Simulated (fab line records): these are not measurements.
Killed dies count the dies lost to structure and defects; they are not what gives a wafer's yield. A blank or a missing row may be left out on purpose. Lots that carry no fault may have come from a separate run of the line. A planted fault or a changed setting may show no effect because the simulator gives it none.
fab line records ; flow n5Finfet ; part 2 of 2: steps 5 to 6 of 6
record: lots: 24; wafers: 72; lastDay: 18
route steps=1938 shown FIN_SAQP@94 FIN_CUT@169 STI_FIN_REVEAL@189
lots untouched by any fault: they come from a run of this same line in which no faults occurred
startH: the number of hours between the record's first day and the start of the first shown wafer of the lot ; waitH: hours since the lot's step before ; " the same as in the row above ; L1.1+2: several wafers, shown together as one row ; - no value present, or no start provided ; * or withheld: withheld ; < > ~ a bound
route shown NAME@n: NAME is a module with steps in the file, n the number in the route of the first one ; usual: average and standard deviation across the fault-free wafers ; same: alike in all rows ; chamber/n: place in a boat ; sites: the reading at each site ; _std_site: standard deviation across them ; _edge_site: outer sites' mean less inner sites' ; radiusMm: for every site, how far away it sits from the centre of the wafer ; mask NAME#n: copy n ; behind: tool/chamber where the wafer was last shaped ; hold: what put the lot on hold/how long, in hours/how the hold closed ; device: which transistor (n, p or np) failed to switch ; end of line: at the end of the route, the tests of the same wafers ; where a step has no rows: the recipe by itself ; killed: not the wafer's yield, but the dies lost to structure and defects at the first sort ; map: shows each die of a wafer: x if killed, . if not, _ if none is there
set.NAME: the setting as run; set.NAME@STEP: as run at that earlier step ; model.NAME: the simulator's own value behind a step, which no gauge read
one table for each step of the route and one row for each wafer, over a sample of lots
services: from which hour (startH, from the record's first day; less than 0 if before it) a tool's chamber was out of use, for how many hours, and why
== steps ==
step: N5_FIN_CUT_CUT_ETCH_15
recipe: chemistry: HBr/Cl2/O2; target: Si; targetDepthA: 1000; btTimeS: 10; maskMaterial: SOC; timeS: 42.4; ionEnergyEv: *; biasW: *; pressureMtorr: 10; icpW: 800; HBr_flow_sccm: 150; Cl2_flow_sccm: 80; O2_flow_sccm: 12
usual: drypumpMotorCurrentA: 5.7/0.43; oesProductAu: 0.987/0.015; throttleValvePct: 37.3/0.36
same: timeS: 42.4
lot.wafer;tool;chamber;startH;waitH;drypumpMotorCurrentA;oesProductAu;rfHoursCounterH;throttleValvePct
L074.3;rieSi-01;3;29.57;0.0;5.8;1.002;33;37.6
L074.5;rieSi-01;2;29.57;0.0;5.7;0.969;-;36.9
L074.6;rieSi-01;3;29.57;0.0;5.8;0.997;-;37.6
L075.2;rieSi-01;1;35.01;0.1;5.2;0.980;8;36.9
L075.5;rieSi-01;2;35.01;0.1;5.7;0.972;-;36.9
L075.6;rieSi-01;3;35.01;0.1;5.8;1.000;-;37.6
L076.1;rieSi-04;3;40.18;0.1;5.6;0.983;143;37.3
L076.4;rieSi-04;0;40.18;0.1;5.5;0.992;109;37.4
L076.6;rieSi-04;2;40.18;0.1;6.5;0.999;-;37.9
L077.2;rieSi-01;2;47.56;0.1;5.7;0.961;68;36.9
L077.3;rieSi-01;0;47.56;0.1;5.0;1.000;147;37.1
L077.4;rieSi-01;3;47.56;0.1;5.8;0.996;33;37.6
L078.3;rieSi-04;2;52.81;0.1;6.5;1.000;19;37.9
L078.4;rieSi-04;0;52.81;0.1;5.5;0.988;109;37.4
L078.6;rieSi-04;2;52.81;0.1;6.5;1.006;-;37.9
L079.1;rieSi-04;2;58.45;0.1;6.5;1.006;19;37.9
L079.4;rieSi-04;0;58.45;0.1;5.5;0.989;109;37.4
L079.6;rieSi-04;0;58.45;0.1;5.5;0.985;-;37.4
L080.1;rieSi-04;1;63.48;0.1;5.5;0.969;85;37.0
L080.2;rieSi-04;3;63.48;0.1;5.6;0.980;143;37.3
L080.3;rieSi-04;0;63.48;0.1;5.5;0.988;109;37.4
L081.2;rieSi-01;1;71.30;0.1;5.2;0.985;9;36.9
L081.4;rieSi-01;0;71.30;0.1;5.0;1.004;147;37.1
L081.6;rieSi-01;3;71.30;0.1;5.8;0.990;-;37.6
L082.2;rieSi-04;1;78.15;0.1;5.5;0.971;86;37.0
L082.3;rieSi-04;0;78.15;0.1;5.5;0.990;109;37.4
L082.6;rieSi-04;1;78.15;0.1;5.5;0.959;-;37.0
L083.1;rieSi-06;1;82.56;0.1;6.3;1.009;45;37.9
L083.3;rieSi-06;0;82.56;0.1;5.9;0.972;162;37.0
L083.6;rieSi-06;2;82.56;0.1;5.2;1.018;-;37.3
L084.1;rieSi-01;2;89.05;0.1;5.8;0.972;68;36.9
L084.2;rieSi-01;1;89.05;0.1;5.2;0.987;9;36.9
L084.5;rieSi-01;2;89.05;0.1;5.8;0.965;-;36.9
L085.4;rieSi-06;3;102.78;0.0;6.2;0.982;156;37.8
L085.5;rieSi-06;1;102.78;0.0;6.3;1.005;-;37.9
L085.6;rieSi-06;0;102.78;0.0;5.9;0.966;-;37.1
L086.2;rieSi-04;2;104.23;0.1;6.6;0.996;20;37.9
L086.4;rieSi-04;3;104.23;0.1;5.6;0.986;144;37.3
L086.6;rieSi-04;3;104.23;0.1;5.6;0.984;-;37.3
L087.1;rieSi-01;2;107.62;0.1;5.7;0.963;69;36.9
L087.2;rieSi-01;3;107.62;0.1;5.8;1.000;34;37.6
L087.3;rieSi-01;0;107.62;0.1;5.0;1.004;148;37.1
L088.1;rieSi-01;3;111.95;0.1;5.7;0.994;34;37.6
L088.2;rieSi-01;0;111.95;0.1;5.0;1.004;148;37.1
L088.3;rieSi-01;2;111.95;0.1;5.8;0.971;69;36.9
L089.1;rieSi-04;0;117.24;0.1;5.5;0.990;110;37.4
L089.3;rieSi-04;2;117.24;0.1;6.5;1.003;20;37.9
L089.4;rieSi-04;1;117.24;0.1;5.4;0.968;86;37.0
L090.2;rieSi-04;3;122.98;0.1;5.6;0.972;144;37.3
L090.3;rieSi-04;1;122.98;0.1;5.5;0.966;87;37.0
L090.5;rieSi-04;0;122.98;0.1;5.5;0.988;-;37.4
L091.3;rieSi-06;1;129.30;0.0;6.4;1.001;45;37.9
L091.4;rieSi-06;0;129.30;0.0;5.9;0.976;163;37.0
L091.6;rieSi-06;1;129.30;0.0;6.3;0.998;-;37.9
L092.2;rieSi-06;0;136.14;0.1;5.9;0.969;163;37.1
L092.4;rieSi-06;3;136.14;0.1;6.2;0.997;157;37.8
L092.6;rieSi-06;3;136.14;0.1;6.2;0.976;-;37.8
L093.1;rieSi-06;2;142.46;0.1;5.2;1.017;1;37.3
L093.4;rieSi-06;0;142.46;0.1;5.9;0.974;163;37.0
L093.6;rieSi-06;3;142.46;0.1;6.2;0.990;-;37.8
L094.1;rieSi-06;0;149.45;0.1;5.9;0.958;163;37.1
L094.2;rieSi-06;3;149.45;0.1;6.2;0.990;157;37.8
L094.3;rieSi-06;1;149.45;0.1;6.3;1.002;46;37.9
L095.3;rieSi-01;2;155.29;0.0;5.7;0.967;70;36.9
L095.5;rieSi-01;2;155.29;0.0;5.7;0.974;-;36.9
L095.6;rieSi-01;1;155.29;0.0;5.2;0.977;-;36.9
L096.2;rieSi-01;3;159.08;0.1;5.8;0.998;35;37.6
L096.3;rieSi-01;0;159.08;0.1;5.0;1.000;149;37.1
L096.5;rieSi-01;2;159.08;0.1;5.7;0.965;-;37.0
L097.2;rieSi-01;2;164.76;0.1;5.8;0.972;70;37.0
L097.4;rieSi-01;3;164.76;0.1;5.8;0.991;35;37.6
L097.5;rieSi-01;1;164.76;0.1;5.2;0.988;-;36.9
step: N5_STI_FIN_REVEAL_DENSIFY_30
recipe: tempC: *; timeS: *; ambient: N2; idleTempC: 600; rampUpCPerS: 150; rampDownCPerS: 60; coolToC: 600
usual: lampPowerPct: 11.54/0.054; wafer_temp_C_max: *
same: timeS: *
lot.wafer;tool;chamber;startH;waitH;lampPowerPct;wafer_temp_C_max
L074.3;rtpAnneal-01;0;35.40;0.1;11.48;*
L074.5;rtpAnneal-01;0;35.40;0.1;11.53;*
L074.6;rtpAnneal-01;0;35.40;0.1;11.60;*
L075.2;rtpAnneal-02;0;40.77;0.1;11.55;*
L075.5;rtpAnneal-02;0;40.77;0.1;11.51;*
L075.6;rtpAnneal-02;0;40.77;0.1;11.59;*
L076.1;rtpAnneal-02;0;48.00;0.0;11.52;*
L076.4;rtpAnneal-02;0;48.00;0.0;11.55;*
L076.6;rtpAnneal-02;0;48.00;0.0;11.60;*
L077.2;rtpAnneal-01;0;53.39;0.1;11.48;*
L077.3;rtpAnneal-01;0;53.39;0.1;11.50;*
L077.4;rtpAnneal-01;0;53.39;0.1;11.49;*
L078.3;rtpAnneal-01;0;58.86;0.1;11.59;*
L078.4;rtpAnneal-01;0;58.86;0.1;11.53;*
L078.6;rtpAnneal-01;0;58.86;0.1;11.43;*
L079.1;rtpAnneal-02;0;64.20;0.0;11.57;*
L079.4;rtpAnneal-02;0;64.20;0.0;11.45;*
L079.6;rtpAnneal-02;0;64.20;0.0;11.54;*
L080.1;rtpAnneal-01;0;69.22;0.0;11.43;*
L080.2;rtpAnneal-01;0;69.22;0.0;11.54;*
L080.3;rtpAnneal-01;0;69.22;0.0;11.56;*
L081.2;rtpAnneal-01;0;77.94;0.1;11.61;*
L081.4;rtpAnneal-01;0;77.94;0.1;11.49;*
L081.6;rtpAnneal-01;0;77.94;0.1;11.38;*
L082.2;rtpAnneal-01;0;84.16;0.1;11.56;*
L082.3;rtpAnneal-01;0;84.16;0.1;11.55;*
L082.6;rtpAnneal-01;0;84.16;0.1;11.58;*
L083.1;rtpAnneal-01;0;89.33;0.2;11.51;*
L083.3;rtpAnneal-01;0;89.33;0.2;11.53;*
L083.6;rtpAnneal-01;0;89.33;0.2;11.47;*
L084.1;rtpAnneal-02;0;95.80;0.0;11.54;*
L084.2;rtpAnneal-02;0;95.80;0.0;11.58;*
L084.5;rtpAnneal-02;0;95.80;0.0;11.53;*
L085.4;rtpAnneal-01;0;108.60;0.1;11.49;*
L085.5;rtpAnneal-01;0;108.60;0.1;11.58;*
L085.6;rtpAnneal-01;0;108.60;0.1;11.56;*
L086.2;rtpAnneal-02;0;110.00;0.1;11.59;*
L086.4;rtpAnneal-02;0;110.00;0.1;11.60;*
L086.6;rtpAnneal-02;0;110.00;0.1;11.47;*
L087.1;rtpAnneal-01;0;113.36;0.0;11.55;*
L087.2;rtpAnneal-01;0;113.36;0.0;11.51;*
L087.3;rtpAnneal-01;0;113.36;0.0;11.59;*
L088.1;rtpAnneal-01;0;117.85;0.0;11.55;*
L088.2;rtpAnneal-01;0;117.85;0.0;11.48;*
L088.3;rtpAnneal-01;0;117.85;0.0;11.67;*
L089.1;rtpAnneal-01;0;123.86;0.1;11.63;*
L089.3;rtpAnneal-01;0;123.86;0.1;11.59;*
L089.4;rtpAnneal-01;0;123.86;0.1;11.49;*
L090.2;rtpAnneal-02;0;128.96;0.3;11.48;*
L090.3;rtpAnneal-02;0;128.96;0.3;11.54;*
L090.5;rtpAnneal-02;0;128.96;0.3;11.56;*
L091.3;rtpAnneal-01;0;135.16;0.1;11.54;*
L091.4;rtpAnneal-01;0;135.16;0.1;11.50;*
L091.6;rtpAnneal-01;0;135.16;0.1;11.55;*
L092.2;rtpAnneal-02;0;141.91;0.1;11.46;*
L092.4;rtpAnneal-02;0;141.91;0.1;11.45;*
L092.6;rtpAnneal-02;0;141.91;0.1;11.48;*
L093.1;rtpAnneal-02;0;148.60;0.0;11.56;*
L093.4;rtpAnneal-02;0;148.60;0.0;11.44;*
L093.6;rtpAnneal-02;0;148.60;0.0;11.48;*
L094.1;rtpAnneal-02;0;155.20;0.0;11.52;*
L094.2;rtpAnneal-02;0;155.20;0.0;11.49;*
L094.3;rtpAnneal-02;0;155.20;0.0;11.47;*
L095.3;rtpAnneal-01;0;161.37;0.1;11.58;*
L095.5;rtpAnneal-01;0;161.37;0.1;11.50;*
L095.6;rtpAnneal-01;0;161.37;0.1;11.50;*
L096.2;rtpAnneal-02;0;165.30;0.1;11.58;*
L096.3;rtpAnneal-02;0;165.30;0.1;11.56;*
L096.5;rtpAnneal-02;0;165.30;0.1;11.50;*
L097.2;rtpAnneal-02;0;170.81;0.3;11.59;*
L097.4;rtpAnneal-02;0;170.81;0.3;11.60;*
L097.5;rtpAnneal-02;0;170.81;0.3;11.49;*
== services ==
tool;chamber;startH;hours;kind
rieDiel-03;0;-0.40;1.3;repair
aldSin-01;3;3.24;29.3;repair
rieSi-01;-;3.46;2.0;repair
pecvd-04;2;17.85;5.5;repair
rieSi-06;3;22.37;37.7;repair
pecvd-03;1;22.79;2.5;repair
rieDiel-03;-;27.94;15.6;pm
rieSi-01;2;35.44;5.2;repair
pecvd-04;-;51.99;1.1;repair
rieSi-04;3;66.80;8.6;repair
aldSin-04;-;79.54;14.6;pm
aldSin-01;-;85.29;14.0;pm
rieDiel-01;0;90.51;8.2;repair
rieDiel-06;0;92.45;4.8;repair
rieSi-01;-;95.36;2.8;pm
aldSin-04;-;95.57;0.2;repair
aldSin-04;3;103.49;7.6;repair
pecvd-04;0;105.24;3.2;repair
rieDiel-01;0;116.14;1.5;repair
rieDiel-01;2;127.11;6.6;repair
pecvd-01;-;127.62;5.5;pm
rieDiel-03;2;140.26;5.8;repair
rieDiel-06;1;154.34;5.2;repair
pecvd-03;-;161.84;1.6;repair
